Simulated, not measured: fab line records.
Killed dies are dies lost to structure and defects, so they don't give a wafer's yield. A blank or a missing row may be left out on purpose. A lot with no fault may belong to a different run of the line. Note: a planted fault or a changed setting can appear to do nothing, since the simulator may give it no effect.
What tool caused it? ; flow nand_harc ; 24 lots with 72 wafers sampled at 3 steps, on a route of 1302 steps

WHAT EACH GAUGE READ, for each wafer
NHARC_A_BLC_INSPECT_28.
lot;measured;on;raw_defect_count
L074;day 22 07:16;defect_inspect-02;560 942 525
L075;day 23 11:27;defect_inspect-02;564 505 930
L077;day 23 12:26;defect_inspect-02;559 671 607
L076;day 23 18:37;defect_inspect-01;537 553 444
L078;day 24 07:55;defect_inspect-01;717 364 336
L079;day 25 02:25;defect_inspect-01;472 381 315
L081;day 25 08:29;defect_inspect-01;401 446 430
L080;day 25 13:27;defect_inspect-01;493 545 541
L083;day 25 19:53;defect_inspect-02;582 581 560
L082;day 25 23:44;defect_inspect-02;369 446 324
L084;day 26 14:42;defect_inspect-01;524 436 466
L085;day 26 18:32;defect_inspect-01;531 440 445
L086;day 27 22:42;defect_inspect-01;473 345 431
L087;day 28 04:35;defect_inspect-02;482 432 508
L089;day 28 23:10;defect_inspect-02;463 541 356
L088;day 29 00:31;defect_inspect-02;406 471 473
L090;day 29 06:48;defect_inspect-01;448 427 369
L091;day 29 11:07;defect_inspect-02;415 498 403
L092;day 30 23:15;defect_inspect-02;392 455 516
L093;day 31 07:53;defect_inspect-02;557 431 934
L094;day 31 08:22;defect_inspect-02;598 648 668
L095;day 31 16:18;defect_inspect-01;492 440 366
L096;day 32 12:29;defect_inspect-01;426 454 433
L097;day 32 15:01;defect_inspect-01;391 494 551

NHARC_A_M0_CD_MEAS_16.
lot;measured;on;cd_nm (nm)
L074;day 22 08:31;cd_sem-02;79.9 80.2 79.5
L075;day 23 12:50;cd_sem-01;80.1 80.3 81.8
L077;day 23 13:42;cd_sem-03;80.4 80.1 81.5
L076;day 23 20:01;cd_sem-02;78.5 79.4 80.7
L078;day 24 09:11;cd_sem-02;81.1 79.6 80.1
L079;day 25 03:43;cd_sem-03;79.3 79.5 79.0
L081;day 25 09:45;cd_sem-02;81.2 80.7 80.4
L080;day 25 14:50;cd_sem-03;80.5 79.1 80.2
L083;day 25 21:16;cd_sem-02;79.8 81.5 81.4
L082;day 26 01:01;cd_sem-01;79.9 79.2 78.7
L084;day 26 16:05;cd_sem-01;78.3 79.3 79.5
L085;day 26 19:48;cd_sem-01;79.5 80.0 79.2
L086;day 27 23:58;cd_sem-01;79.7 78.4 79.9
L087;day 28 05:58;cd_sem-02;80.1 81.2 80.6
L089;day 29 00:33;cd_sem-02;78.3 79.8 79.5
L088;day 29 01:46;cd_sem-02;80.0 80.8 80.5
L090;day 29 08:04;cd_sem-03;79.9 80.1 79.7
L091;day 29 12:22;cd_sem-02;80.8 79.0 79.5
L092;day 31 00:41;cd_sem-01;79.7 81.1 80.5
L093;day 31 09:16;cd_sem-03;79.2 79.7 78.3
L094;day 31 09:45;cd_sem-02;81.1 78.6 79.2
L095;day 31 17:44;cd_sem-02;79.1 79.5 79.7
L096;day 32 13:52;cd_sem-01;80.8 81.2 80.7
L097;day 32 16:25;cd_sem-01;78.7 78.8 78.0

NHARC_A_M1_OVL_MEAS_10: pitch 240 nm.
lot;measured;on;overlay_x_nm (nm);overlay_y_nm (nm)
L074;day 22 12:11;overlay-01;-1.1 -0.9 -0.8;-0.1 -0.2 -0.3
L075;day 23 16:22;overlay-02;-0.6 -1.5 -1.1;0.2 -0.1 0.3
L077;day 23 17:22;overlay-01;-0.5 -0.5 -0.3;1.0 0.3 0.7
L076;day 23 23:44;overlay-01;0.7 -0.1 0.2;0.3 1.0 0.8
L078;day 24 12:58;overlay-01;-0.1 0.2 0.0;-0.9 -0.9 -1.1
L079;day 25 07:23;overlay-01;0.1 -0.7 0.0;-1.0 -1.5 -0.5
L081;day 25 13:24;overlay-01;0.5 0.6 0.2;0.8 1.0 0.9
L080;day 25 18:31;overlay-01;-0.3 -0.4 -0.3;0.0 0.7 0.5
L083;day 26 00:56;overlay-02;0.5 1.1 0.6;-1.0 -0.8 -0.7
L082;day 26 04:32;overlay-02;-0.1 -0.2 0.4;0.3 0.5 0.4
L084;day 26 19:47;overlay-02;-0.1 -0.3 0.0;-0.8 -0.6 -0.1
L085;day 26 23:19;overlay-02;-0.9 -1.0 -0.8;-1.2 -0.5 -0.6
L086;day 28 03:37;overlay-01;-0.4 -0.3 -0.5;-1.4 -1.6 -0.9
L087;day 28 09:53;overlay-01;-0.5 -0.4 -0.8;-0.2 0.9 -0.8
L089;day 29 04:05;overlay-01;0.1 0.7 0.8;0.2 0.9 0.9
L088;day 29 05:26;overlay-01;-1.4 -0.8 -1.1;-0.9 -0.6 -0.6
L090;day 29 11:34;overlay-01;-0.7 -0.3 -0.3;0.2 0.2 -0.3
L091;day 29 16:00;overlay-01;-1.1 -1.1 -0.7;0.5 0.5 0.4
L092;day 31 04:14;overlay-02;0.7 0.3 0.4;0.5 0.8 0.9
L093;day 31 13:23;overlay-02;0.7 0.4 0.7;0.0 -0.2 -0.5
L094;day 31 13:50;overlay-01;-0.1 0.5 0.3;0.7 0.4 0.7
L095;day 31 21:26;overlay-01;-1.2 -1.7 -1.3;0.2 -0.2 -0.3
L096;day 32 17:41;overlay-02;0.5 -0.6 0.0;0.1 -0.3 -0.3
L097;day 32 20:18;overlay-02;-0.6 0.2 -0.5;-0.3 -0.1 -0.1

WHICH TOOL RAN EACH LOT (tool, then ch and the chambers of the sampled wafers, then the start)
Before these readings, the record contains no process step.

WHAT THE TOOLS THEMSELVES READ (means of the sampled wafers that have a number; where no wafer has one, the mark that the record gives instead)
The record holds no such reading with a usual standard deviation.

THE ANSWER, worked out from the rows above alone
Rule: usual is defined by the lots themselves. The widest of any qualifying gaps counts: lots, ordered by their means at a reading, are off when they make up no more than a third of the lots, leave a main group of 4 or more, and stand apart from it by 3 or more times the standard deviation of that group's means. The tables above print the reading to a certain number of digits; a main group whose means all agree to those digits is not used. A lot without any number at a reading at which 4 lots or more have one is off too. The other lots that the step has rows for count as sound. Order of review: gauges by route order, followed by the tools' own readings, for which a lot's mean as printed above is used. The first step at which some lot is off is used, and at that step the reading that is off furthest; a lot without a number counts as furthest.
Across all readings shown, no lot is off: no conclusion can be drawn from this.

WHAT THE SIMULATOR HAD INSERTED
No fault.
